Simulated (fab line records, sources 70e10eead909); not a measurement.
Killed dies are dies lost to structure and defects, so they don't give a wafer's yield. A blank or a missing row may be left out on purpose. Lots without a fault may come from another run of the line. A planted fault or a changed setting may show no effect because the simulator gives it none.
Chamber matching | flow nand_harc | NHARC_A_BONDPAD_STRIP_15 on rie_diel-09: 4 sister chambers
The step strips in O2. 8 wafers are shown with their chamber, then 10 later ones without.

WAFERS WITH THEIR CHAMBER
wafer  | chamber | drypump_motor_current_A (A) | oes_product_au (a.u.)
L856.3 | 0       | 6.4                         | 0.998
L864.2 | 3       | 6.6                         | 1.018
L864.6 | 2       | 4.9                         | 1.005
L866.5 | 0       | 6.4                         | 0.999
L872.1 | 2       | 4.9                         | 0.990
L872.6 | 1       | 5.8                         | 1.029
L873.4 | 3       | 6.6                         | 1.008
L873.5 | 1       | 5.7                         | 1.014

WAFERS WITHOUT THEIR CHAMBER
wafer  | drypump_motor_current_A (A) | oes_product_au (a.u.)
L873.6 | 4.9                         | 0.997
L877.1 | 4.9                         | 0.987
L877.2 | 5.7                         | 1.004
L877.6 | 6.6                         | 1.010
L876.2 | 4.9                         | 0.991
L876.3 | 6.5                         | 1.001
L876.4 | 5.7                         | 1.009
L879.2 | 4.9                         | 0.996
L879.5 | 6.4                         | 0.984
L879.6 | 5.7                         | 1.018

WHICH CHAMBER EACH WENT THROUGH
wafer  | from the rows above     | in truth
L873.6 | 2                       | 2
L877.1 | 2                       | 2
L877.2 | 1                       | 1
L877.6 | 3                       | 3
L876.2 | 2                       | 2
L876.3 | can't be placed: 0 or 3 | 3
L876.4 | 1                       | 1
L879.2 | 2                       | 2
L879.5 | 0                       | 0
L879.6 | 1                       | 1
Placed correctly: 9 of 10. Can't be placed from these rows: 1 (the true chamber is among the candidates in 1). Placed wrongly: 0.
How it was worked out, from the rows above alone: a wafer's distance from a chamber is the root of the sum, over the readings, of the square of ((its reading less the chamber's mean) divided by the reading's scatter). The wafer belongs to the nearest chamber; if the next one is less than 2 further off, it can't be placed. A chamber's mean is the mean of its shown wafers. The scatter: the root of (the sum of the squares of (reading less its chamber's mean) over the shown wafers, divided by (wafers less chambers)).
